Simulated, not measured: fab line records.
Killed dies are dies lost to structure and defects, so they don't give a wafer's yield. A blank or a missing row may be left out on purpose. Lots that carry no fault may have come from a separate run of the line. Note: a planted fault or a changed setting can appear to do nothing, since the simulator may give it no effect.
Matching of chambers	flow n5_finfet	4 sister chambers for N5_BEOL_M0_ALD_136 on ald_metal-03
The step deposits TaN, pulse time 2 s, purge time 3 s, co reactant purge time 2 s. 7 wafers are shown with their chamber, then 7 later ones without.

## WAFERS PAIRED WITH THEIR CHAMBERS
wafer	chamber	heater_power_w (W)	precursor_vessel_temp_c (C)
L075.3	2	389	74.99
L076.6	2	388	75.02
L078.4	1	492	74.91
L080.3	3	391	75.01
L080.4	0	398	74.89
L087.2	0	398	74.92
L087.4	3	402	75.00

## WAFERS WITHOUT THEIR CHAMBER
wafer	heater_power_w (W)	precursor_vessel_temp_c (C)
L087.6	383	74.94
L089.1	381	75.03
L089.2	386	75.13
L089.3	494	75.19
L092.2	401	74.91
L092.4	384	74.87
L092.6	399	74.99

## WHICH CHAMBER EACH ONE RAN IN
wafer	from the rows above	in truth
L087.6	can't be placed: 2 or 0 or 3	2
L089.1	can't be placed: 2 or 3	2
L089.2	can't be placed: 2 or 3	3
L089.3	1	1
L092.2	0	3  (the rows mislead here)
L092.4	0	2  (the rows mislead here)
L092.6	can't be placed: 3 or 2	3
Correctly placed: 1 of 7. Not placeable from these rows: 4 (in 4, the candidates include the true chamber). Placed wrongly: 2.
How it was worked out, from the rows above alone: a wafer's distance from a chamber is the root of the sum, over the readings, of the square of ((its reading less the chamber's mean) divided by the reading's scatter). If the next closest chamber is less than 2 further off than the closest, the wafer can't be placed; otherwise it belongs to the closest. A chamber's mean is the mean of its shown wafers. The scatter is the square root of a quotient: the sum, over the shown wafers, of each reading's squared deviation from its chamber's mean, divided by wafers minus chambers.
